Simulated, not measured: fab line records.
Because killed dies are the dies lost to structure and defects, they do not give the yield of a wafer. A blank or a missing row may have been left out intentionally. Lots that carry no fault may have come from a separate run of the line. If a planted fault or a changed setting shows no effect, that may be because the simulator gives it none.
Chamber matching ; flow n5 finfet ; 4 sister chambers for N5_HKMG_FIN_PWFM_ALD_03 on ald metal-04
The step deposits TiN, target thk 2 nm, pulse time 1 s, purge time 3 s. 16 wafers are shown with their chamber, then 8 later ones without.

WAFERS PAIRED WITH THEIR CHAMBERS
wafer;chamber;heater power w (W);chamber pressure Torr (Torr);precursor pulse height rel
L075.2;1;833;3.009;0.993
L075.5;3;748;3.002;0.996
L075.6;2;936;2.994;1.027
L080.2;1;877;2.995;0.991
L080.4;0;788;3.007;1.014
L080.5;2;944;3.004;0.979
L081.4;2;961;2.993;1.002
L081.5;0;786;2.995;1.007
L081.6;1;835;2.997;1.009
L083.3;2;955;2.998;0.955
L083.4;0;790;2.995;1.051
L083.6;1;863;3.004;1.022
L088.2;0;778;2.993;1.009
L088.4;1;832;2.995;0.994
L088.6;0;792;3.004;0.987
L089.1;0;807;3.007;0.972

SIGNATURES, as means of the wafers listed above
reading;chamber 0;chamber 1;chamber 2;chamber 3;scatter within a chamber
heater power w;790.17;848.00;949.00;748.00;14.6
chamber pressure Torr;3.00017;3.00000;2.99725;3.00200;0.00608
precursor pulse height rel;1.00667;1.00180;0.99075;0.99600;0.0245
Rule: a wafer's distance from a chamber is the root of the sum, over the readings, of the square of ((its reading less the chamber's mean) divided by the reading's scatter). The wafer belongs to the nearest chamber; if the next one is less than 2 further off, it can't be placed. How the scatter is found: for the shown wafers, subtract from each reading the mean of its chamber, square and add these, divide the total by (wafers less chambers), then take the root.

WAFERS WHOSE CHAMBER IS MISSING
wafer;heater power w (W);chamber pressure Torr (Torr);precursor pulse height rel
L089.4;954;3.001;0.978
L089.6;769;2.998;1.040
L093.4;948;2.987;1.012
L093.5;861;3.001;0.979
L093.6;755;3.002;0.992
L097.2;962;2.998;0.978
L097.5;939;2.995;0.981
L097.6;848;2.993;1.019

WHICH CHAMBER EACH ONE RAN IN
wafer;from the rows above;in truth
L089.4;2;2
L089.6;can't be placed: 0 or 3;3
L093.4;2;2
L093.5;1;1
L093.6;can't be placed: 3 or 0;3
L097.2;2;2
L097.5;2;2
L097.6;1;1
6 of 8 placed correctly. Not placeable from these rows: 2 (in 2, the candidates include the true chamber). 0 placed wrongly.
